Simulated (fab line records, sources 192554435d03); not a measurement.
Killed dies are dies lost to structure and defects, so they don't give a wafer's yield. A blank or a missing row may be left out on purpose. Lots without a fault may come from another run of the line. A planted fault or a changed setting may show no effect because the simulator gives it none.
Chamber matching | flow n5_finfet | N5_MIM_TOP_ALD_00 on ald_hk-01: 4 sister chambers
The step deposits Al2O3, purge time 3 s, co reactant pulse time 3 s. 8 wafers are shown with their chamber, then 6 later ones without.

WAFERS WITH THEIR CHAMBER
wafer  | chamber | precursor_pulse_height_rel
L901.2 | 0       | 1.006
L901.3 | 1       | 1.040
L901.4 | 2       | 0.994
L905.1 | 1       | 0.986
L905.6 | 2       | 0.973
L914.2 | 3       | 1.023
L914.5 | 0       | 1.006
L914.6 | 3       | 1.019

WAFERS WITHOUT THEIR CHAMBER
wafer  | precursor_pulse_height_rel
L917.1 | 1.015
L917.3 | 0.977
L917.4 | 1.009
L919.1 | 1.016
L919.2 | 1.019
L919.3 | 1.039

WHICH CHAMBER EACH WENT THROUGH
wafer  | from the rows above               | in truth
L917.1 | can't be placed: 1 or 3 or 0 or 2 | 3
L917.3 | can't be placed: 2 or 0 or 1 or 3 | 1
L917.4 | can't be placed: 0 or 1 or 3 or 2 | 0
L919.1 | can't be placed: 1 or 3 or 0 or 2 | 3
L919.2 | can't be placed: 3 or 1 or 0 or 2 | 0
L919.3 | can't be placed: 3 or 1 or 0 or 2 | 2
Placed correctly: 0 of 6. Can't be placed from these rows: 6 (the true chamber is among the candidates in 6). Placed wrongly: 0.
How it was worked out, from the rows above alone: a wafer's distance from a chamber is the root of the sum, over the readings, of the square of ((its reading less the chamber's mean) divided by the reading's scatter). The wafer belongs to the nearest chamber; if the next one is less than 2 further off, it can't be placed. A chamber's mean is the mean of its shown wafers. The scatter: the root of (the sum of the squares of (reading less its chamber's mean) over the shown wafers, divided by (wafers less chambers)).
